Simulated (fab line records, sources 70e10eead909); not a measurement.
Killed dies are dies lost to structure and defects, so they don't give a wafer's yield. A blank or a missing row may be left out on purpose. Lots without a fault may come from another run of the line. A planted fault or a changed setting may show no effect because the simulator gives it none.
Which tool did it? | flow nand_harc | 14 lots, 42 wafers sampled, at 2 steps of a route of 1302

WHAT THE GAUGES READ, wafer by wafer
NHARC_A_ONON_D2_THK_MEAS_18: measures by ellipsometry. Usual: thk_nm 1001 nm, standard deviation 7.6.
lot  | measured     | on            | thk_nm (nm)    | flag
L886 | day 13 00:23 | film_metro-02 | 996 998 997    |
L889 | day 14 07:53 | film_metro-01 | 1001 1000 1001 |
L888 | day 14 07:56 | film_metro-01 | 1014 1014 1014 |
L890 | day 14 14:01 | film_metro-02 | 1009 1010 1008 |
L892 | day 14 22:12 | film_metro-02 | 1006 1007 1008 |
L893 | day 15 20:43 | film_metro-02 | 994 994 996    |
L894 | day 15 20:43 | film_metro-01 | 1001 999 999   |
L895 | day 16 02:09 | film_metro-01 | 994 997 993    |
L896 | day 16 13:34 | film_metro-01 | 990 991 992    |
L897 | day 17 13:53 | film_metro-01 | 1005 1004 1002 |
L898 | day 17 21:45 | film_metro-01 | 1012 1011 1012 |
L905 | day 20 23:38 | film_metro-01 | 1005 1006 1005 |
L906 | day 21 18:55 | film_metro-02 | 996 996 996    |
L907 | day 22 06:59 | film_metro-02 | 999 1000 1001  |

NHARC_A_ONON_D2_INSPECT_32. Usual: raw_defect_count 394, standard deviation 150.
lot  | measured     | on                | raw_defect_count | flag
L886 | day 13 03:13 | defect_inspect-02 | 424 229 200      |
L889 | day 14 10:50 | defect_inspect-01 | 576 373 932      |
L888 | day 14 10:57 | defect_inspect-02 | 236 208 341      |
L890 | day 14 16:50 | defect_inspect-01 | 298 199 242      |
L892 | day 15 01:03 | defect_inspect-01 | 496 416 365      |
L893 | day 15 23:31 | defect_inspect-01 | 349 440 516      |
L894 | day 15 23:31 | defect_inspect-02 | 435 420 539      |
L895 | day 16 05:00 | defect_inspect-01 | 331 226 302      |
L896 | day 16 16:22 | defect_inspect-02 | 283 213 346      |
L897 | day 17 16:42 | defect_inspect-02 | 370 297 292      |
L898 | day 18 00:35 | defect_inspect-01 | 256 417 406      |
L905 | day 21 02:26 | defect_inspect-01 | 256 336 247      |
L906 | day 21 21:44 | defect_inspect-01 | 265 329 326      |
L907 | day 22 09:49 | defect_inspect-02 | 397 697 450      |

WHICH TOOL RAN EACH LOT (tool, then ch and the chambers of the sampled wafers, then the start)
The record holds no process step before these readings.

WHAT THE TOOLS THEMSELVES READ (means of the sampled wafers that have a number; where no wafer has one, the mark that the record gives instead)
The record holds no such reading with a usual standard deviation.

THE ANSWER, worked out from the rows above alone
Rule: a lot is off if the mean of its wafers that have a number lies more than 3 standard deviations from the usual mean. A lot without any number at a reading at which 4 lots or more have one is off too. The other lots that the step has rows for count as sound. The gauges are gone through in route order, then the tools' own readings, and for those a lot's mean is taken as printed above. The first step at which some lot is off is used, and at that step the reading that is off furthest; a lot without a number counts as furthest.
No lot is off at any reading shown: from this, nothing can be told.

WHAT THE SIMULATOR HAD PUT IN
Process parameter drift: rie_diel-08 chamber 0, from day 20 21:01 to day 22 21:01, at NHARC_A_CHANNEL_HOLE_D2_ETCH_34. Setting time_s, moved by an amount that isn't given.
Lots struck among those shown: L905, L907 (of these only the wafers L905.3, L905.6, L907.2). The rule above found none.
